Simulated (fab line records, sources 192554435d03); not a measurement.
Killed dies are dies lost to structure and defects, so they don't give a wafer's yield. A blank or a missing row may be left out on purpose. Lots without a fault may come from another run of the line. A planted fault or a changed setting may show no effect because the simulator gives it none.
Which tool did it? | flow n5_finfet | 11 lots, 32 wafers sampled, at 4 steps of a route of 1938

WHAT THE GAUGES READ, wafer by wafer
N5_MIM_BOT_LITHO_CD_MEAS_08: target cd 3000 nm. Usual: cd_nm 3000.2 nm, standard deviation 1.6.
lot  | measured     | on        | cd_nm (nm)           | flag
L573 | day 12 21:43 | cd_sem-01 | 2999.0 3002.6 2999.1 |
L576 | day 13 22:15 | cd_sem-03 | 3000.0 2999.5 3001.9 |
L579 | day 14 11:58 | cd_sem-03 | 2996.6 2998.5 2995.6 |
L580 | day 14 19:19 | cd_sem-03 | 2998.2 2998.1 3001.2 |
L582 | day 15 03:02 | cd_sem-02 | 2997.3 3001.3 2999.3 |
L585 | day 15 18:22 | cd_sem-02 | 2999.1 3001.2 2999.8 |
L583 | day 16 02:42 | cd_sem-01 | 2999.8 3001.1 2999.7 |
L586 | day 16 09:27 | cd_sem-01 | 2999.4 2998.9        |
L588 | day 16 18:50 | cd_sem-03 | 2998.7 2998.0 3001.1 |
L589 | day 17 02:28 | cd_sem-03 | 2998.4 2999.1 3001.1 |
L591 | day 17 06:51 | cd_sem-01 | 3002.6 3001.6 3002.1 |

N5_PASSIVATION_INSPECT_61: inspects for defects (macro). Usual: raw_defect_count 2.1, standard deviation 1.5.
lot  | measured     | on                | raw_defect_count | flag
L573 | day 13 01:49 | defect_inspect-01 | 1 1 1            |
L576 | day 14 01:19 | defect_inspect-01 | >300 >300 >300   | OFF
L579 | day 14 16:57 | defect_inspect-02 | >300 >300 >300   | OFF
L580 | day 14 22:32 | defect_inspect-02 | 2 4 1            |
L582 | day 15 04:41 | defect_inspect-02 | 2 3 4            |
L585 | day 15 21:55 | defect_inspect-02 | 1 3 1            |
L583 | day 16 05:02 | defect_inspect-01 | 6 2 1            |
L586 | day 16 11:02 | defect_inspect-02 | 3 2              |
L588 | day 16 20:17 | defect_inspect-01 | 0 3 0            |
L589 | day 17 05:26 | defect_inspect-02 | 3 1 2            |
L591 | day 17 08:41 | defect_inspect-01 | 2 1 2            |

WHICH TOOL RAN EACH LOT (tool, then ch and the chambers of the sampled wafers, then the start)
lot  | N5_MIM_BOT_ETCH_STRIP_01           | N5_MIM_BOT_ETCH_CLEAN_05
L573 | rie_diel-04 ch 0,1,3, day 12 22:18 | wet_bench-01 ch 1,5,7, day 12 22:42
L576 | rie_diel-02 ch 0,1, day 13 22:47   | wet_bench-02 ch 1,6,7, day 13 23:13
L579 | rie_diel-02 ch 1,2,3, day 14 12:38 | wet_bench-02 ch 3,4,6, day 14 13:02
L580 | rie_diel-02 ch 0,2, day 14 19:50   | wet_bench-01 ch 0,1,2, day 14 20:14
L582 | rie_diel-03 ch 0,1, day 15 03:37   | wet_bench-01 ch 0,1,7, day 15 04:01
L585 | rie_diel-04 ch 0,2,3, day 15 18:52 | wet_bench-01 ch 3,6,7, day 15 19:16
L583 | rie_diel-04 ch 0,1,3, day 16 03:16 | wet_bench-03 ch 1,2,6, day 16 03:40
L586 | rie_diel-02 ch 0,2, day 16 10:02   | wet_bench-03 ch 1,4, day 16 10:28
L588 | rie_diel-03 ch 0,1,2, day 16 19:19 | wet_bench-03 ch 0,5,6, day 16 19:44
L589 | rie_diel-04 ch 1,2,3, day 17 03:01 | wet_bench-01 ch 1,2,7, day 17 03:25
L591 | rie_diel-04 ch 0,2,3, day 17 07:19 | wet_bench-02 ch 0,1,6, day 17 07:43
- N5_MIM_BOT_ETCH_STRIP_01: strips in O2.
- N5_MIM_BOT_ETCH_CLEAN_05: cleans in IPA, time 180 s.

WHAT THE TOOLS THEMSELVES READ (means of the sampled wafers that have a number; where no wafer has one, the mark that the record gives instead)
N5_MIM_BOT_ETCH_STRIP_01. Usual: drypump_motor_current_A 5.7 A, standard deviation 0.56; oes_product_au 0.79 a.u., standard deviation 0.065; rf_vpp_V 3.7 V, standard deviation 1.4; showerhead_plenum_p_Torr 2.11 Torr, standard deviation 0.07; throttle_valve_pct 16.64 %, standard deviation 0.2.
lot  | tool        | drypump_motor_current_A (A) | oes_product_au (a.u.) | rf_vpp_V (V) | showerhead_plenum_p_Torr (Torr) | throttle_valve_pct (%) | flag
L573 | rie_diel-04 | 5.9                         | 0.80                  | 3.6          | 2.13                            | 16.66                  |
L576 | rie_diel-02 | 5.8                         | 0.84                  | 2.8          | 2.18                            | 16.50                  |
L579 | rie_diel-02 | 5.0                         | 0.76                  | 5.0          | 2.06                            | 16.60                  |
L580 | rie_diel-02 | 5.7                         | 0.84                  | 4.2          | 2.09                            | 16.46                  |
L582 | rie_diel-03 | 5.8                         | 0.82                  | 3.2          | 2.15                            | 16.57                  |
L585 | rie_diel-04 | 5.6                         | 0.79                  | 3.7          | 2.11                            | 16.66                  |
L583 | rie_diel-04 | 5.9                         | 0.77                  | 3.8          | 2.12                            | 16.73                  |
L586 | rie_diel-02 | 5.8                         | 0.81                  | 4.1          | 2.12                            | 16.52                  |
L588 | rie_diel-03 | 5.7                         | 0.81                  | 4.0          | 2.12                            | 16.56                  |
L589 | rie_diel-04 | 5.9                         | 0.73                  | 4.7          | 2.14                            | 16.85                  |
L591 | rie_diel-04 | 5.6                         | 0.77                  | 3.7          | 2.11                            | 16.69                  |

THE ANSWER, worked out from the rows above alone
Rule: a lot is off if the mean of its wafers that have a number lies more than 3 standard deviations from the usual mean. A lot without any number at a reading at which 4 lots or more have one is off too. The other lots that the step has rows for count as sound. The gauges are gone through in route order, then the tools' own readings, and for those a lot's mean is taken as printed above. The first step at which some lot is off is used, and at that step the reading that is off furthest; a lot without a number counts as furthest.
Off: L576, L579, at N5_PASSIVATION_INSPECT_61 (raw_defect_count). Without a number there: L576, L579.
A tool fits if, at a process step before that reading, it ran every lot that is off, and no sound lot after the first of them. The gauges at N5_PASSIVATION_INSPECT_61 are tried like those tools. None of those tried fits.

WHAT THE SIMULATOR HAD PUT IN
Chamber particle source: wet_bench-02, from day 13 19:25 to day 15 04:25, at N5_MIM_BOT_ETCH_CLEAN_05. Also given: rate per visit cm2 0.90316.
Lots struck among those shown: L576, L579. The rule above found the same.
